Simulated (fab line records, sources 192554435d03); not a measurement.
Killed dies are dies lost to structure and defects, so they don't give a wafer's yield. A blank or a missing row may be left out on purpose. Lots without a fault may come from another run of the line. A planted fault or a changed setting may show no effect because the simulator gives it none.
Which tool did it? | flow n5_finfet | 9 lots, 27 wafers sampled, at 6 steps of a route of 1938

WHAT THE GAUGES READ, wafer by wafer
N5_MOL_CONTACT_COAG_THK_MEAS_53. Usual: VIA_MOL_THK 44.2 nm, standard deviation 0.52.
lot  | measured     | on            | VIA_MOL_THK (nm) | flag
L581 | day 5 17:56  | film_metro-02 | 44.0 43.7 43.9   |
L582 | day 6 01:14  | film_metro-02 | 43.5 43.5 44.7   |
L583 | day 6 10:57  | film_metro-02 | 44.1 43.4 44.3   |
L586 | day 7 03:17  | film_metro-01 | 34.8 43.7 44.8   | OFF
L596 | day 9 13:46  | film_metro-01 | 44.2 44.8 44.3   |
L597 | day 9 20:37  | film_metro-01 | 44.7 44.1 45.0   |
L600 | day 10 12:12 | film_metro-02 | 43.1 44.2 45.0   |
L601 | day 11 00:43 | film_metro-02 | 43.2 44.2 44.6   |
L602 | day 11 10:33 | film_metro-02 | 43.4 44.0 44.5   |

N5_BEOL_M4_RC_MEAS_101. Usual: DIBL_N 35.7 mV/V, standard deviation 1.3; DIBL_P 35.4 mV/V, standard deviation 1.8; IOFF_N 0.152 nA/um, standard deviation 0.027; IOFF_P 0.20 nA/um, standard deviation 0.034; ION_N 672 uA/um, standard deviation 9.8; ION_P 461 uA/um, standard deviation 7.5; SS_N 71.4 mV/dec, standard deviation 0.55; SS_P 73.1 mV/dec, standard deviation 0.61; VT_N 251 mV, standard deviation 3.3; VT_P -251 mV, standard deviation 3.6.
lot  | measured     | on        | DIBL_N (mV/V)  | DIBL_P (mV/V)  | IOFF_N (nA/um)    | IOFF_P (nA/um) | ION_N (uA/um) | ION_P (uA/um) | SS_N (mV/dec)  | SS_P (mV/dec)  | VT_N (mV)   | VT_P (mV)      | flag
L581 | day 8 11:07  | prober-01 | 38.6 34.7 34.8 | 38.5 32.9 34.2 | 0.217 0.139 0.144 | 0.30 0.21 0.22 | 674 671 673   | 468 463 460   | 72.4 71.0 71.6 | 74.4 72.9 73.5 | 248 251 251 | -244 -249 -248 |
L582 | day 8 13:11  | prober-02 | 34.3 34.6 33.5 | 36.0 34.9 35.0 | 0.149 0.144 0.146 | 0.18 0.17 0.17 | 676 664 670   | 457 455 459   | 70.9 71.6 70.7 | 72.8 72.0 73.0 | 252 254 251 | -255 -253 -252 |
L583 | day 8 23:14  | prober-01 | 35.8 36.4 36.6 | 36.2 37.6 37.3 | 0.162 0.186 0.188 | 0.18 0.19 0.19 | 676 688 673   | 452 469 453   | 71.3 71.3 72.3 | 73.1 73.7 73.8 | 253 246 251 | -258 -252 -253 |
L586 | day 9 17:50  | prober-02 | 36.0 35.9 35.6 | 36.9 36.5 35.6 | 0.162 0.157 0.153 | 0.21 0.20 0.20 | 676 682 674   | 465 459 462   | 72.1 71.7 71.3 | 73.2 72.6 73.1 | 247 248 248 | -251 -250 -250 |
L596 | day 12 15:07 | prober-01 | 34.7 33.4 35.4 | 33.2 31.7 35.0 | 0.143 0.122 0.164 | 0.19 0.17 0.21 | 674 666 676   | 463 462 469   | 72.2 71.8 72.1 | 73.0 73.3 73.5 | 252 254 252 | -249 -251 -249 |
L597 | day 12 16:40 | prober-02 | 39.0 38.2 37.7 | 38.9 37.8 37.7 | 0.201 0.196 0.175 | 0.28 0.27 0.26 | 685 691 677   | 474 479 472   | 71.8 72.4 71.4 | 74.3 74.4 74.6 | 246 248 248 | -246 -244 -244 |
L600 | day 12 22:13 | prober-02 | 35.3 37.8 35.5 | 35.0 38.1 35.2 | 0.137 0.182 0.137 | 0.18 0.22 0.18 | 679 689 678   | 464 468 466   | 70.7 71.5 71.0 | 72.9 73.6 73.5 | 254 249 250 | -252 -249 -253 |
L601 | day 13 20:10 | prober-01 | 34.3 36.4 35.3 | 34.6 36.6 35.2 | 0.123 0.150 0.124 | 0.18 0.20 0.17 | 663 673 667   | 458 464 456   | 71.2 71.5 71.2 | 72.0 73.5 72.7 | 253 250 253 | -252 -250 -251 |
L602 | day 14 06:29 | prober-02 | 34.8 33.8 35.4 | 33.5 32.4 34.7 | 0.121 0.104 0.132 | 0.19 0.17 0.20 | 674 653 668   | 459 457 467   | 70.5 70.8 71.3 | 73.0 72.3 73.0 | 254 259 252 | -252 -253 -249 |

WHICH TOOL RAN EACH LOT (tool, then ch and the chambers of the sampled wafers, then the start)
lot  | N5_MOL_CONTACT_COAG_ETCH_59        | N5_MOL_CONTACT_COAG_TI_SIL_19 | N5_MOL_CONTACT_COAG_ALD_123       | N5_MOL_CONTACT_COAG_PECVD_31
L581 | rie_diel-05 ch 0,1,2, day 5 03:37  | pvd_sputter-01, day 5 04:57   | ald_sin-04 ch 1,2,3, day 5 13:52  | pecvd-03 ch 0,1, day 5 14:22
L582 | rie_diel-01 ch 1,3, day 5 09:38    | pvd_sputter-01, day 5 10:31   | ald_sin-04 ch 0,3, day 5 21:10    | pecvd-02 ch 0,1,2, day 5 21:41
L583 | rie_diel-05 ch 0,3, day 5 20:53    | pvd_sputter-01, day 5 23:01   | ald_sin-01 ch 1,2,3, day 6 06:53  | pecvd-02 ch 1,2, day 6 07:23
L586 | rie_diel-05 ch 0,2,3, day 6 13:24  | pvd_sputter-03, day 6 14:19   | ald_sin-03 ch 0,1,2, day 6 22:46  | pecvd-02 ch 0,1,2, day 6 23:16
L596 | rie_diel-06 ch 0,2,3, day 9 00:42  | pvd_sputter-01, day 9 03:23   | ald_sin-03 ch 2,3, day 9 09:40    | pecvd-03 ch 0,1,2, day 9 10:10
L597 | rie_diel-01 ch 0,1,3, day 9 05:47  | pvd_sputter-03, day 9 07:17   | ald_sin-03 ch 1,2, day 9 14:56    | pecvd-03 ch 1,2, day 9 15:27
L600 | rie_diel-05 ch 0,1, day 9 22:28    | pvd_sputter-03, day 10 00:54  | ald_sin-04 ch 0,2,3, day 10 08:16 | pecvd-02 ch 0,1, day 10 08:46
L601 | rie_diel-01 ch 0,2,3, day 10 13:06 | pvd_sputter-03, day 10 14:05  | ald_sin-03 ch 1,2,3, day 10 20:23 | pecvd-04 ch 0,1,2, day 10 20:53
L602 | rie_diel-06 ch 0,1,2, day 10 15:44 | pvd_sputter-03, day 10 20:04  | ald_sin-04 ch 0,1,3, day 11 05:13 | pecvd-04 ch 0,1, day 11 05:43
- N5_MOL_CONTACT_COAG_ETCH_59: etches underlayer in N2/H2, target depth 13 nm, time 10.4 s.
- N5_MOL_CONTACT_COAG_TI_SIL_19: material Ti, target thk 4.2 nm, time 15 s.
- N5_MOL_CONTACT_COAG_ALD_123: deposits SiNx, target thk 5 nm, pulse time 1 s, purge time 2 s.
- N5_MOL_CONTACT_COAG_PECVD_31: deposits SiO2 from TEOS/O2, target thk 46 nm, time 8.9 s.

WHAT THE TOOLS THEMSELVES READ (means of the sampled wafers that have a number; where no wafer has one, the mark that the record gives instead)
N5_MOL_CONTACT_COAG_ETCH_59. Usual: chamber_pressure_mTorr 30.00 mTorr, standard deviation 0.031; drypump_motor_current_A 5.6 A, standard deviation 0.41; etch_rf_on_time_s 10.36 s, standard deviation 0.14; oes_product_au 0.68 a.u., standard deviation 0.08; rf_fwd_power_W 819.1 W, standard deviation 2.5; rf_vpp_V 524.3 V, standard deviation 2.5; showerhead_plenum_p_Torr 2.55 Torr, standard deviation 0.088; throttle_valve_pct 17.88 %, standard deviation 0.25.
lot  | tool        | chamber_pressure_mTorr (mTorr) | drypump_motor_current_A (A) | etch_rf_on_time_s (s) | oes_product_au (a.u.) | rf_fwd_power_W (W) | rf_vpp_V (V) | showerhead_plenum_p_Torr (Torr) | throttle_valve_pct (%) | flag
L581 | rie_diel-05 | 30.00                          | 5.8                         | 10.40                 | 0.71                  | 819.6              | 524.1        | 2.52                            | 17.82                  |
L582 | rie_diel-01 | 30.00                          | 5.5                         | 10.42                 | 0.64                  | 817.7              | 522.6        | 2.50                            | 17.80                  |
L583 | rie_diel-05 | 30.04                          | 5.1                         | 10.37                 | 0.80                  | 817.6              | 525.9        | 2.64                            | 17.52                  |
L586 | rie_diel-05 | 30.00                          | 5.4                         | 10.21                 | 0.76                  | 820.1              | 524.5        | 2.56                            | 17.68                  |
L596 | rie_diel-06 | 30.01                          | 5.4                         | 10.36                 | 0.64                  | 819.4              | 525.2        | 2.60                            | 18.05                  |
L597 | rie_diel-01 | 30.02                          | 5.8                         | 10.43                 | 0.62                  | 819.3              | 523.2        | 2.49                            | 17.96                  |
L600 | rie_diel-05 | 29.99                          | 5.7                         | 10.38                 | 0.74                  | 820.6              | 523.7        | 2.51                            | 17.57                  |
L601 | rie_diel-01 | 30.04                          | 5.6                         | 10.40                 | 0.64                  | 815.8              | 522.4        | 2.47                            | 17.91                  |
L602 | rie_diel-06 | 29.99                          | 5.6                         | 10.25                 | 0.68                  | 820.5              | 526.1        | 2.62                            | 17.98                  |

N5_MOL_CONTACT_COAG_TI_SIL_19. Usual: throttle_valve_pct 29.8 %, standard deviation 0.81.
lot  | tool           | throttle_valve_pct (%) | flag
L581 | pvd_sputter-01 | 30.0                   |
L582 | pvd_sputter-01 | 30.2                   |
L583 | pvd_sputter-01 | 30.0                   |
L586 | pvd_sputter-03 | 29.3                   |
L596 | pvd_sputter-01 | 29.8                   |
L597 | pvd_sputter-03 | 29.6                   |
L600 | pvd_sputter-03 | 29.9                   |
L601 | pvd_sputter-03 | 29.7                   |
L602 | pvd_sputter-03 | 29.4                   |

N5_MOL_CONTACT_COAG_ALD_123. Usual: heater_power_w 873 W, standard deviation 76; precursor_pulse_height_rel 0.997, standard deviation 0.02.
lot  | tool       | heater_power_w (W) | precursor_pulse_height_rel | flag
L581 | ald_sin-04 | 883                | 1.023                      |
L582 | ald_sin-04 | 927                | 1.017                      |
L583 | ald_sin-01 | 860                | 0.982                      |
L586 | ald_sin-03 | 867                | 1.003                      |
L596 | ald_sin-03 | 838                | 1.001                      |
L597 | ald_sin-03 | 824                | 1.014                      |
L600 | ald_sin-04 | 887                | 1.000                      |
L601 | ald_sin-03 | 886                | 1.008                      |
L602 | ald_sin-04 | 896                | 1.003                      |

N5_MOL_CONTACT_COAG_PECVD_31. Usual: susceptor_temp_C 400.00 C, standard deviation 0.24.
lot  | tool     | susceptor_temp_C (C) | flag
L581 | pecvd-03 | 400.04               |
L582 | pecvd-02 | 400.04               |
L583 | pecvd-02 | 399.86               |
L586 | pecvd-02 | 410.16               | OFF
L596 | pecvd-03 | 399.85               |
L597 | pecvd-03 | 399.89               |
L600 | pecvd-02 | 399.79               |
L601 | pecvd-04 | 399.96               |
L602 | pecvd-04 | 400.08               |

THE ANSWER, worked out from the rows above alone
Rule: a lot is off if the mean of its wafers that have a number lies more than 3 standard deviations from the usual mean. A lot without any number at a reading at which 4 lots or more have one is off too. The other lots that the step has rows for count as sound. The gauges are gone through in route order, then the tools' own readings, and for those a lot's mean is taken as printed above. The first step at which some lot is off is used, and at that step the reading that is off furthest; a lot without a number counts as furthest.
Off: L586, at N5_MOL_CONTACT_COAG_THK_MEAS_53 (VIA_MOL_THK).
A tool fits if, at a process step before that reading, it ran every lot that is off, and no sound lot after the first of them. The gauges at N5_MOL_CONTACT_COAG_THK_MEAS_53 aren't tried: what is off there is off at N5_MOL_CONTACT_COAG_PECVD_31 too, on other tools, and a gauge's error can't cause that. None of those tried fits.

WHAT THE SIMULATOR HAD PUT IN
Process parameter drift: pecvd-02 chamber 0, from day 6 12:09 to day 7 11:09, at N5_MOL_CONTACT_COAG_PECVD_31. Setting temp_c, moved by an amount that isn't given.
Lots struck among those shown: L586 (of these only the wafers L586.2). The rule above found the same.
